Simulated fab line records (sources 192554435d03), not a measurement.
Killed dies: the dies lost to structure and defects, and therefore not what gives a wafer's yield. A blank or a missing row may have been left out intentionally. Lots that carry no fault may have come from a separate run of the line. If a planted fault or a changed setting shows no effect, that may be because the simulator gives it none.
fab line records + flow n5Finfet
record:
- lots: 9
- wafers: 27
- lastDay: 18
route steps=1938 shown HKMG_FIN@402 BEOL_M4@1111 PASSIVATION@1936
lots that met no fault: taken from a fault-free run of the same line
startH: the number of hours between the record's first day and the start of the first shown wafer of the lot + waitH: hours elapsed since this lot's preceding step + " as in the row above + L1.1+2: a single row standing in for several wafers + - value missing, or start not given + * or withheld: withheld + < > ~ a bound
route shown NAME@n: a module of which the file shows steps, and the number in the route of the first + usual: mean/standard deviation taken from wafers without a fault + same: alike in all rows + chamber/n: place in a boat + sites: the reading at each site + _std_site: standard deviation across them + _edge_site: mean of outer sites minus mean of inner sites + radiusMm: for every site, how far away it sits from the centre of the wafer + mask NAME#n: copy n + behind: the last tool/chamber to shape the wafer + hold: the reason the lot was held/the length of the hold in hours/how it ended + device: transistor that didn't switch, given as n, p or np + end of line: at the end of the route, the tests of the same wafers + a step given without rows: its recipe and nothing more + killed: count of dies lost to structure and defects at first sort (not the wafer's yield) + map: a wafer's dies, marking killed ones x, the rest . and places with no die _
set.NAME: the run value of the setting; set.NAME@STEP: its run value at that earlier step + model.NAME: the simulator's own value behind a step, which no gauge read
steps of the route over a sample of lots; a table a step, a row a wafer
services: a tool's chamber out of use, with start hour (startH, from the record's first day; less than 0 if before it), hours out, and reason
== steps ==
step: N5_HKMG_FIN_ETCH_54
recipe:
- chemistry: CF4
- target: SiARC
- targetDepthA: 455
- maskMaterial: CAR-ArF
- timeS: 75.8
- ionEnergyEv: 80
- pressureMtorr: 40
- sourceW: 545
- biasW: 36
- Ar_flow_sccm: 100
- cf4FlowSccm: 100
- ends: cleared
usual:
- chamberPressureMTorr: 40.00/0.036
- drypumpMotorCurrentA: 5.8/0.52
- etchRfOnTimeS: 75.6/0.85
- oesProductAu: 0.69/0.072
- rfVppV: 183.9/1.1
- showerheadPlenumPTorr: 2.14/0.074
- throttleValvePct: 15.58/0.2
| lot.wafer | tool       | chamber | startH | waitH | chamberPressureMTorr | drypumpMotorCurrentA | etchRfOnTimeS | oesProductAu | rfHoursCounterH | rfVppV | showerheadPlenumPTorr | throttleValvePct |
|-----------|------------|---------|--------|-------|----------------------|----------------------|---------------|--------------|-----------------|--------|-----------------------|------------------|
| L381.2    | rieDiel-06 | 2       | 89.29  | 0.0   | 40.03                | 5.8                  | 76.9          | 0.60         | 231             | 182.3  | 2.11                  | 15.73            |
| L381.3    | "          | 1       | "      | "     | 39.98                | 6.0                  | 74.7          | 0.64         | 162             | 182.1  | 2.06                  | 15.53            |
| L381.5    | "          | 1       | "      | "     | 40.01                | 6.0                  | 75.3          | 0.64         | -               | 183.9  | 2.06                  | 15.54            |
| L382.1    | rieDiel-04 | 1       | 92.21  | 0.0   | 40.00                | 5.3                  | 75.6          | 0.75         | 38              | 185.4  | 2.27                  | 15.56            |
| L382.3    | "          | 0       | "      | "     | 39.97                | 6.6                  | 75.3          | 0.62         | 195             | 184.0  | 2.04                  | 15.49            |
| L382.5    | "          | 1       | "      | "     | 40.02                | 5.3                  | 75.1          | 0.75         | -               | 185.3  | 2.27                  | 15.58            |
| L384.3    | rieDiel-05 | 1       | 103.45 | 0.0   | 39.96                | 5.9                  | 75.0          | 0.79         | 18              | 182.8  | 2.10                  | 15.48            |
| L384.4    | "          | 0       | "      | "     | 40.02                | 6.1                  | 76.5          | 0.59         | 245             | 183.0  | 2.12                  | 16.04            |
| L384.5    | "          | 3       | "      | "     | 39.98                | 6.7                  | 76.2          | 0.67         | -               | 184.3  | 2.16                  | 15.66            |
| L390.2    | rieDiel-04 | 2       | 138.98 | 0.0   | 40.08                | 5.5                  | 75.3          | 0.63         | 159             | 183.4  | 2.15                  | 15.88            |
| L390.3    | "          | 0       | "      | "     | 39.99                | 6.7                  | 75.4          | 0.62         | 210             | 184.6  | 2.04                  | 15.52            |
| L390.6    | "          | 2       | "      | "     | 40.04                | 5.5                  | 74.7          | 0.63         | -               | 184.0  | 2.15                  | 15.90            |
| L391.2    | rieDiel-05 | 0       | 148.21 | 0.0   | 39.98                | 6.0                  | 74.7          | 0.80         | 8               | 182.0  | 2.11                  | 15.60            |
| L391.5    | "          | 3       | "      | "     | 39.97                | 6.7                  | 76.5          | 0.65         | -               | 184.7  | 2.16                  | 15.68            |
| L391.6    | "          | 0       | "      | "     | 40.01                | 6.0                  | 73.7          | 0.80         | -               | 184.4  | 2.11                  | 15.59            |
| L395.2    | rieDiel-06 | 1       | 171.02 | 0.0   | 39.97                | 6.0                  | 76.5          | 0.62         | 194             | 182.8  | 2.05                  | 15.61            |
| L395.3    | "          | 0       | "      | "     | 39.94                | 5.3                  | 76.4          | 0.71         | 80              | 186.0  | 2.26                  | 15.68            |
| L395.4    | "          | 0       | "      | "     | 40.01                | 5.3                  | 75.7          | 0.72         | -               | 184.7  | 2.26                  | 15.68            |
| L399.1    | rieDiel-06 | 2       | 196.20 | 0.0   | 39.99                | 5.8                  | 74.2          | 0.79         | 12              | 182.5  | 2.10                  | 15.32            |
| L399.3    | "          | 1       | "      | "     | 39.95                | 6.0                  | 75.1          | 0.62         | 203             | 183.5  | 2.04                  | 15.63            |
| L399.4    | "          | 3       | "      | "     | 39.97                | 5.4                  | 75.8          | 0.72         | 47              | 184.5  | 2.10                  | 15.19            |
| L401.2    | rieDiel-04 | 1       | 206.30 | 0.0   | 40.00                | 5.3                  | 74.7          | 0.69         | 80              | 185.7  | 2.25                  | 15.66            |
| L401.3    | "          | 2       | "      | "     | 39.98                | 5.5                  | 75.9          | 0.62         | 184             | 184.1  | 2.14                  | 15.96            |
| L401.4    | "          | 3       | "      | "     | 40.05                | 5.8                  | 74.5          | 0.75         | 33              | 184.5  | 2.18                  | 15.43            |
| L402.2    | rieDiel-06 | 0       | 207.87 | 0.0   | 39.99                | 5.3                  | 76.2          | 0.69         | 94              | 185.2  | 2.26                  | 15.70            |
| L402.4    | "          | 3       | "      | "     | 40.02                | 5.4                  | 76.5          | 0.71         | 51              | 183.4  | 2.10                  | 15.20            |
| L402.5    | "          | 3       | "      | "     | 39.93                | 5.4                  | 76.4          | 0.71         | -               | 184.0  | 2.10                  | 15.22            |
step: N5_HKMG_FIN_ETCH_58
recipe:
- chemistry: N2/H2
- target: SOC
- targetDepthA: 2158
- ionEnergyEv: 50
- biasW: 13
- timeS: 741
- pressureMtorr: 30
- sourceW: 875
- n2FlowSccm: 200
- h2FlowSccm: 200
usual:
- chamberPressureMTorr: 29.999/0.027
- drypumpMotorCurrentA: 5.8/0.52
- oesProductAu: 0.80/0.085
- rfVppV: 99.1/1
- showerheadPlenumPTorr: 2.53/0.088
- throttleValvePct: 17.73/0.2
| lot.wafer | tool       | chamber | startH | waitH | chamberPressureMTorr | drypumpMotorCurrentA | oesProductAu | rfHoursCounterH | rfVppV | showerheadPlenumPTorr | throttleValvePct |
|-----------|------------|---------|--------|-------|----------------------|----------------------|--------------|-----------------|--------|-----------------------|------------------|
| L381.2    | rieDiel-06 | 2       | 89.56  | 0.0   | 29.979               | 5.8                  | 0.69         | 232             | 98.4   | 2.52                  | 17.98            |
| L381.3    | "          | 1       | "      | "     | 30.009               | 6.0                  | 0.75         | 163             | 98.1   | 2.43                  | 17.67            |
| L381.5    | "          | 1       | "      | "     | 29.998               | 6.0                  | 0.75         | -               | 98.3   | 2.43                  | 17.69            |
| L382.1    | rieDiel-04 | 1       | 92.48  | 0.0   | 30.034               | 5.3                  | 0.87         | 39              | 98.3   | 2.69                  | 17.74            |
| L382.3    | "          | 0       | "      | "     | 29.989               | 6.7                  | 0.73         | 196             | 98.6   | 2.42                  | 17.75            |
| L382.5    | "          | 1       | "      | "     | 30.020               | 5.3                  | 0.87         | -               | 99.3   | 2.69                  | 17.73            |
| L384.3    | rieDiel-05 | 1       | 103.72 | 0.0   | 30.010               | 5.9                  | 0.92         | 19              | 98.9   | 2.50                  | 17.68            |
| L384.4    | "          | 0       | "      | "     | 30.008               | 6.0                  | 0.67         | 245             | 99.6   | 2.50                  | 18.10            |
| L384.5    | "          | 3       | "      | "     | 29.995               | 6.6                  | 0.78         | -               | 98.5   | 2.56                  | 17.81            |
| L390.2    | rieDiel-04 | 2       | 139.25 | 0.0   | 29.991               | 5.5                  | 0.75         | 159             | 97.7   | 2.55                  | 18.00            |
| L390.3    | "          | 0       | "      | "     | 30.041               | 6.7                  | 0.72         | 210             | 95.5   | 2.42                  | 17.79            |
| L390.6    | "          | 2       | "      | "     | 29.997               | 5.5                  | 0.74         | -               | 99.0   | 2.55                  | 17.99            |
| L391.2    | rieDiel-05 | 0       | 148.48 | 0.0   | 29.997               | 6.1                  | 0.94         | 8               | 97.7   | 2.50                  | 17.69            |
| L391.5    | "          | 3       | "      | "     | 29.995               | 6.7                  | 0.78         | -               | 100.2  | 2.56                  | 17.81            |
| L391.6    | "          | 0       | "      | "     | 30.005               | 6.1                  | 0.94         | -               | 100.0  | 2.50                  | 17.69            |
| L395.2    | rieDiel-06 | 1       | 171.28 | 0.0   | 30.003               | 6.0                  | 0.73         | 195             | 99.6   | 2.42                  | 17.74            |
| L395.3    | "          | 0       | "      | "     | 30.049               | 5.4                  | 0.84         | 80              | 98.6   | 2.67                  | 17.71            |
| L395.4    | "          | 0       | "      | "     | 29.950               | 5.3                  | 0.84         | -               | 99.3   | 2.67                  | 17.70            |
| L399.1    | rieDiel-06 | 2       | 196.47 | 0.0   | 29.991               | 5.8                  | 0.92         | 12              | 98.5   | 2.50                  | 17.63            |
| L399.3    | "          | 1       | "      | "     | 29.984               | 6.0                  | 0.71         | 203             | 99.6   | 2.42                  | 17.74            |
| L399.4    | "          | 3       | "      | "     | 29.981               | 5.5                  | 0.84         | 47              | 97.1   | 2.48                  | 17.24            |
| L401.2    | rieDiel-04 | 1       | 206.56 | 0.0   | 30.032               | 5.3                  | 0.81         | 81              | 100.7  | 2.67                  | 17.83            |
| L401.3    | "          | 2       | "      | "     | 30.037               | 5.5                  | 0.71         | 184             | 98.5   | 2.54                  | 18.03            |
| L401.4    | "          | 3       | "      | "     | 29.957               | 5.9                  | 0.87         | 33              | 100.0  | 2.59                  | 17.61            |
| L402.2    | rieDiel-06 | 0       | 208.13 | 0.0   | 29.981               | 5.3                  | 0.82         | 94              | 97.4   | 2.66                  | 17.72            |
| L402.4    | "          | 3       | "      | "     | 30.033               | 5.5                  | 0.83         | 52              | 97.5   | 2.47                  | 17.25            |
| L402.5    | "          | 3       | "      | "     | 30.012               | 5.4                  | 0.84         | -               | 99.4   | 2.48                  | 17.24            |
step: N5_HKMG_FIN_ALD_36
recipe:
- material: TiN
- targetThkA: 10
- tempC: 400
- aldPrecursorFamily: TiCl4
- aldCoReactant: NH3
- pulseTimeS: 1
- purgeTimeS: 3
- coReactantPurgeTimeS: 2
- coReactantPulseTimeS: 2
- aldCycles: 47
- pressureTorr: 3
usual:
- aldCycles: 47/0
- heaterPowerW: 903/110
- precursorPulseHeightRel: 1.000/0.021
| lot.wafer | tool        | chamber | startH | waitH | aldCycles | heaterPowerW | precursorPulseHeightRel |
|-----------|-------------|---------|--------|-------|-----------|--------------|-------------------------|
| L381.2    | aldMetal-04 | 2       | 91.38  | 0.0   | 47        | 951          | 1.006                   |
| L381.3    | "           | 0       | "      | "     | 47        | 780          | 1.006                   |
| L381.5    | "           | 1       | "      | "     | 47        | 1045         | 1.033                   |
| L382.1    | aldMetal-02 | 1       | 94.55  | 0.0   | 47        | 869          | 1.011                   |
| L382.3    | "           | 3       | "      | "     | 47        | 899          | 0.968                   |
| L382.5    | "           | 3       | "      | "     | 47        | 895          | 1.021                   |
| L384.3    | aldMetal-02 | 2       | 105.59 | 0.0   | 47        | 952          | 1.052                   |
| L384.4    | "           | 2       | "      | "     | 47        | 959          | 1.016                   |
| L384.5    | "           | 1       | "      | "     | 47        | 857          | 0.967                   |
| L390.2    | aldMetal-02 | 0       | 141.11 | 0.0   | 47        | 954          | 1.046                   |
| L390.3    | "           | 3       | "      | "     | 47        | 912          | 0.990                   |
| L390.6    | "           | 0       | "      | "     | 47        | 961          | 1.000                   |
| L391.2    | aldMetal-04 | 3       | 150.30 | 0.0   | 47        | 648          | 1.029                   |
| L391.5    | "           | 0       | "      | "     | 47        | 774          | 1.027                   |
| L391.6    | "           | 3       | "      | "     | 47        | 626          | 0.998                   |
| L395.2    | aldMetal-02 | 1       | 173.14 | 0.0   | 43        | 867          | 1.015                   |
| L395.3    | "           | 3       | "      | "     | 47        | 916          | 0.988                   |
| L395.4    | "           | 2       | "      | "     | 47        | 954          | 0.974                   |
| L399.1    | aldMetal-04 | 0       | 198.43 | 0.0   | 47        | 772          | 0.952                   |
| L399.3    | "           | 2       | "      | "     | 47        | 948          | 0.982                   |
| L399.4    | "           | 3       | "      | "     | 47        | 645          | 0.994                   |
| L401.2    | aldMetal-01 | 1       | 208.39 | 0.0   | 47        | 829          | 1.027                   |
| L401.3    | "           | 0       | "      | "     | 47        | 1076         | 0.984                   |
| L401.4    | "           | 3       | "      | "     | 47        | 900          | 1.000                   |
| L402.2    | aldMetal-01 | 0       | 209.96 | 0.0   | 47        | 1068         | 0.986                   |
| L402.4    | "           | 1       | "      | "     | 47        | 837          | 1.026                   |
| L402.5    | "           | 1       | "      | "     | 47        | 835          | 1.001                   |
step: N5_HKMG_FIN_CD_MEAS_12
recipe:
- targetCdNm: 92.8
- landingEnergyEv: 500
- detector: seInlens
usual:
- cdNm: 92.6/0.57
| lot.wafer | tool     | chamber | startH | waitH | cdNm |
|-----------|----------|---------|--------|-------|------|
| L381.2    | cdSem-01 | 0       | 92.54  | -     | 92.4 |
| L381.3    | "        | 0       | "      | "     | 92.1 |
| L381.5    | "        | 0       | "      | "     | 91.8 |
| L382.1    | cdSem-01 | 0       | 95.70  | -     | 91.8 |
| L382.3    | "        | 0       | "      | "     | 92.1 |
| L382.5    | "        | 0       | "      | "     | 91.3 |
| L384.3    | cdSem-01 | 0       | 106.76 | -     | 92.5 |
| L384.4    | "        | 0       | "      | "     | 92.5 |
| L384.5    | "        | 0       | "      | "     | 92.4 |
| L390.2    | cdSem-03 | 0       | 142.27 | -     | 93.2 |
| L390.3    | "        | 0       | "      | "     | 93.4 |
| L390.6    | "        | 0       | "      | "     | 93.2 |
| L391.2    | cdSem-03 | 0       | 151.46 | -     | 91.8 |
| L391.5    | "        | 0       | "      | "     | 92.7 |
| L391.6    | "        | 0       | "      | "     | 91.8 |
| L395.2    | cdSem-02 | 0       | 174.18 | -     | 92.2 |
| L395.3    | "        | 0       | "      | "     | 92.2 |
| L395.4    | "        | 0       | "      | "     | 92.2 |
| L399.1    | cdSem-03 | 0       | 199.46 | -     | 93.5 |
| L399.3    | "        | 0       | "      | "     | 93.3 |
| L399.4    | "        | 0       | "      | "     | 93.8 |
| L401.2    | cdSem-02 | 0       | 209.42 | -     | 92.4 |
| L401.3    | "        | 0       | "      | "     | 92.4 |
| L401.4    | "        | 0       | "      | "     | 92.3 |
| L402.2    | cdSem-01 | 0       | 210.99 | -     | 93.5 |
| L402.4    | "        | 0       | "      | "     | 93.1 |
| L402.5    | "        | 0       | "      | "     | 92.7 |
step: N5_BEOL_M4_RC_MEAS_101
usual:
- DIBL_N: 35.8/1.5
- DIBL_P: 35.8/1.7
- IOFF_N: 0.151/0.022
- IOFF_P: 0.204/0.027
- ION_N: 673/8.6
- ION_P: 462/5.4
- SS_N: 71.4/0.54
- SS_P: 73.3/0.56
- VT_N: 250.5/2.6
- VT_P: -251/3.1
| lot.wafer | tool      | chamber | startH | waitH | DIBL_N[mV/V] | DIBL_P[mV/V] | IOFF_N[nA/um] | IOFF_P[nA/um] | ION_N[uA/um] | ION_P[uA/um] | SS_N[mV/dec] | SS_P[mV/dec] | VT_N[mV] | VT_P[mV] |
|-----------|-----------|---------|--------|-------|--------------|--------------|---------------|---------------|--------------|--------------|--------------|--------------|----------|----------|
| L382.1    | prober-02 | 0       | 196.97 | 0.0   | 35.3         | 37.1         | 0.145         | 0.209         | 673          | 460          | 72.4         | 73.7         | 251.0    | -248     |
| L382.3    | "         | 0       | "      | "     | 35.8         | 37.9         | 0.164         | 0.219         | 684          | 470          | 71.9         | 73.7         | 247.8    | -249     |
| L382.5    | "         | 0       | "      | "     | 37.2         | 39.1         | 0.180         | 0.228         | 675          | 462          | 71.2         | 74.0         | 246.9    | -250     |
| L381.2    | prober-02 | 0       | 200.02 | 0.2   | 36.6         | 38.6         | 0.191         | 0.231         | 677          | 460          | 72.1         | 73.5         | 248.0    | -251     |
| L381.3    | "         | 0       | "      | "     | 37.6         | 39.3         | 0.206         | 0.252         | 685          | 470          | 72.5         | 74.6         | 244.0    | -247     |
| L381.5    | "         | 0       | "      | "     | 36.5         | 38.5         | 0.187         | 0.234         | 674          | 464          | 72.7         | 74.6         | 248.2    | -247     |
| L384.3    | prober-02 | 0       | 205.36 | 0.3   | 35.3         | 34.4         | 0.133         | 0.209         | 668          | 463          | 71.6         | 73.5         | 251.0    | -248     |
| L384.4    | "         | 0       | "      | "     | 35.6         | 34.9         | 0.142         | 0.221         | 658          | 460          | 71.7         | 73.2         | 251.5    | -250     |
| L384.5    | "         | 0       | "      | "     | 35.8         | 35.2         | 0.139         | 0.221         | 658          | 464          | 71.1         | 72.9         | 251.9    | -248     |
| L390.2    | prober-02 | 0       | 241.11 | 0.2   | 36.6         | 37.6         | 0.159         | 0.189         | 673          | 456          | 72.3         | 73.7         | 249.8    | -254     |
| L390.3    | "         | 0       | "      | "     | 34.6         | 35.6         | 0.127         | 0.160         | 670          | 459          | 71.2         | 73.6         | 254.3    | -256     |
| L390.6    | "         | 0       | "      | "     | 35.2         | 35.7         | 0.128         | 0.156         | 653          | 455          | 70.8         | 73.2         | 255.9    | -258     |
| L391.2    | prober-01 | 0       | 253.96 | 0.2   | 37.6         | 36.1         | 0.164         | 0.219         | 681          | 467          | 72.0         | 74.4         | 250.7    | -251     |
| L391.5    | "         | 0       | "      | "     | 38.2         | 36.5         | 0.172         | 0.221         | 681          | 459          | 71.8         | 73.3         | 251.0    | -250     |
| L391.6    | "         | 0       | "      | "     | 38.0         | 36.5         | 0.171         | 0.224         | 679          | 469          | 72.0         | 74.4         | 251.4    | -250     |
| L395.2    | prober-02 | 0       | 268.90 | 0.2   | 35.3         | 35.3         | 0.163         | 0.170         | 676          | 459          | 70.1         | 73.3         | 248.6    | -253     |
| L395.3    | "         | 0       | "      | "     | 35.0         | 34.6         | 0.152         | 0.175         | 676          | 460          | 71.7         | 72.3         | 249.7    | -254     |
| L395.4    | "         | 0       | "      | "     | 35.6         | 35.6         | 0.161         | 0.190         | 665          | 454          | 72.0         | 72.9         | 249.3    | -252     |
| L399.1    | prober-02 | 0       | 296.62 | 0.0   | 37.3         | 36.4         | 0.142         | 0.227         | 665          | 462          | 72.2         | 74.1         | 252.5    | -248     |
| L399.3    | "         | 0       | "      | "     | 37.9         | 36.9         | 0.149         | 0.240         | 675          | 470          | 71.3         | 73.2         | 251.5    | -247     |
| L399.4    | "         | 0       | "      | "     | 36.8         | 36.5         | 0.144         | 0.223         | 667          | 467          | 71.2         | 73.3         | 251.5    | -249     |
| L401.2    | prober-02 | 0       | 304.03 | 0.2   | 35.6         | 34.9         | 0.128         | 0.158         | 664          | 450          | 71.2         | 72.5         | 251.8    | -256     |
| L401.3    | "         | 0       | "      | "     | 36.6         | 36.5         | 0.145         | 0.184         | 664          | 461          | 71.8         | 72.6         | 250.5    | -252     |
| L401.4    | "         | 0       | "      | "     | 36.2         | 35.5         | 0.137         | 0.164         | 670          | 460          | 70.7         | 73.4         | 250.4    | -254     |
| L402.2    | prober-01 | 0       | 320.38 | 0.2   | 35.3         | 34.7         | 0.133         | 0.178         | 662          | 455          | 70.6         | 72.8         | 254.3    | -255     |
| L402.4    | "         | 0       | "      | "     | 36.9         | 36.3         | 0.159         | 0.211         | 670          | 460          | 71.9         | 74.2         | 251.2    | -252     |
| L402.5    | "         | 0       | "      | "     | 35.5         | 35.1         | 0.136         | 0.187         | 660          | 458          | 71.2         | 72.3         | 253.6    | -252     |
step: N5_PASSIVATION_PROBE_49
usual:
- defectLimitedYield: 91.3/1.4
- killed_at_M0_to_M3: 33/10
- killed_at_M4_up: 15/6.1
- killedAtContacts: 12/6.7
- killedAtFrontEnd: 39/11
- killedAtOther: 4/3.3
- killedDies: 103/16
- killedOpen: 68/12
- killedShort: 34/7.2
- sort_bin_5_function: 5.1/0.88
- sort_bin_6_memory: 3.3/0.67
- sortNPass: 1077/16
- sortYieldPct: 91.3/1.4
same:
- grossDies: 1180
- killedAtBackSide: 0
- sort_bin_4_leakage[%]: 0
- sort_bin_8_speed[%]: 0
| lot.wafer | tool      | chamber | startH | waitH | defectLimitedYield[%] | killed_at_M0_to_M3 | killed_at_M4_up | killedAtContacts | killedAtFrontEnd | killedAtOther | killedDies | killedOpen | killedShort | sort_bin_5_function[%] | sort_bin_6_memory[%] | sortNPass | sortYieldPct[%] |
|-----------|-----------|---------|--------|-------|-----------------------|--------------------|-----------------|------------------|------------------|---------------|------------|------------|-------------|------------------------|----------------------|-----------|-----------------|
| L391.2    | prober-02 | -       | 347.64 | 0.1   | 90.3                  | 18                 | 16              | 12               | 58               | 10            | 114        | 82         | 29          | 5.3                    | 3.5                  | 1066      | 90.3            |
| L391.5    | prober-02 | -       | 347.79 | 0.2   | 90.5                  | 33                 | 8               | 37               | 27               | 7             | 112        | 79         | 33          | 6.0                    | 3.4                  | 1068      | 90.5            |
| L391.6    | prober-02 | -       | 347.84 | 0.3   | 89.1                  | 43                 | 10              | 37               | 34               | 5             | 129        | 83         | 45          | 6.7                    | 4.0                  | 1051      | 89.1            |
killed by level:class
L391.2 FIN_SAQP:geometricParticle:open=20 FIN_SAQP:geometricParticle:short=11 MOL_CONTACT_COAG:geometricParticle:open=9 BEOL_M2:geometricParticle:open=9 BEOL_M4:geometricParticle:open=6 BEOL_M5:geometricParticle:open=6 STI_FIN_REVEAL:geometricParticle:open=5 STARTING-WAFER:geometricParticle:open=4
L391.5 MOL_CONTACT_COAG:geometricParticle:open=25 MOL_CONTACT_COAG:geometricParticle:short=12 BEOL_M3:geometricParticle:open=10 STI_FIN_REVEAL:geometricParticle:open=6 FIN_SAQP:geometricParticle:open=5 BEOL_M2:geometricParticle:open=5 BEOL_M0_SAQP:geometricParticle:short=5 BEOL_M0:geometricParticle:open=5
L391.6 MOL_CONTACT_COAG:geometricParticle:open=28 BEOL_M0_SAQP:geometricParticle:short=13 BEOL_M2:geometricParticle:open=12 MOL_CONTACT_COAG:geometricParticle:short=9 FIN_SAQP:geometricParticle:open=8 BEOL_M0_SAQP:geometricParticle:open=8 BEOL_M4:geometricParticle:open=6 FIN_SAQP:geometricParticle:short=5
== services ==
| tool        | chamber | startH | hours | kind                        |
|-------------|---------|--------|-------|-----------------------------|
| aldMetal-04 | 3       | 66.89  | 6.1   | repair                      |
| rieDiel-05  | -       | 74.63  | 28.1  | pm                          |
| rieDiel-04  | 1       | 78.33  | 10.2  | repair                      |
| aldMetal-02 | 0       | 84.45  | 26.3  | repair                      |
| rieDiel-04  | 3       | 88.69  | -     | clean                       |
| rieDiel-04  | 3       | 88.69  | -     | consumableReplace:focusRing |
| rieDiel-04  | 3       | 88.69  | 15.3  | scheduledDown               |
| rieDiel-04  | 3       | 88.69  | 15.3  | ventCycle                   |
| aldMetal-04 | -       | 99.43  | 2.9   | repair                      |
| rieDiel-06  | 0       | 103.79 | 6.8   | repair                      |
| rieDiel-05  | 0       | 117.17 | -     | clean                       |
| rieDiel-04  | 0       | 122.85 | 9.1   | repair                      |
| aldMetal-01 | -       | 132.63 | 0.7   | repair                      |
| rieDiel-04  | 3       | 134.61 | 8.3   | repair                      |
| rieDiel-06  | 2       | 140.26 | -     | clean                       |
| rieDiel-06  | 2       | 140.26 | -     | consumableReplace:focusRing |
| rieDiel-06  | 2       | 140.26 | 12.2  | scheduledDown               |
| rieDiel-06  | 2       | 140.26 | 12.2  | ventCycle                   |
| aldMetal-02 | -       | 141.40 | 1.2   | repair                      |
| aldMetal-01 | 0       | 145.13 | 13.8  | repair                      |
| rieDiel-06  | 2       | 170.36 | 8.9   | repair                      |
| aldMetal-02 | 0       | 171.75 | 3.5   | repair                      |
| rieDiel-06  | 3       | 172.60 | 2.8   | repair                      |
| aldMetal-02 | 1       | 208.12 | 19.5  | repair                      |
== key ==
firstSign:
- step: N5_HKMG_FIN_ALD_36
- reading: aldCycles
- direction: down
- sigmas: 99+
- usual: *
- struck: *
effect none on later readings
metAt N5_HKMG_FIN_ALD_36
struckLots L395
struckWafers L395.2
notActingAt N5_HKMG_FIN_ETCH_54,N5_HKMG_FIN_ETCH_58,N5_HKMG_FIN_CD_MEAS_12
onsetBetween 105.59 173.14
fault:
- kind: processParameterDrift
- tool: aldMetal-02
- chamber: 1
- onsetH: 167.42
- steps: N5_HKMG_FIN_ALD_36
- channel: aldCycles
- offset: *
- shape: step
- actsIn: *
- stated: *
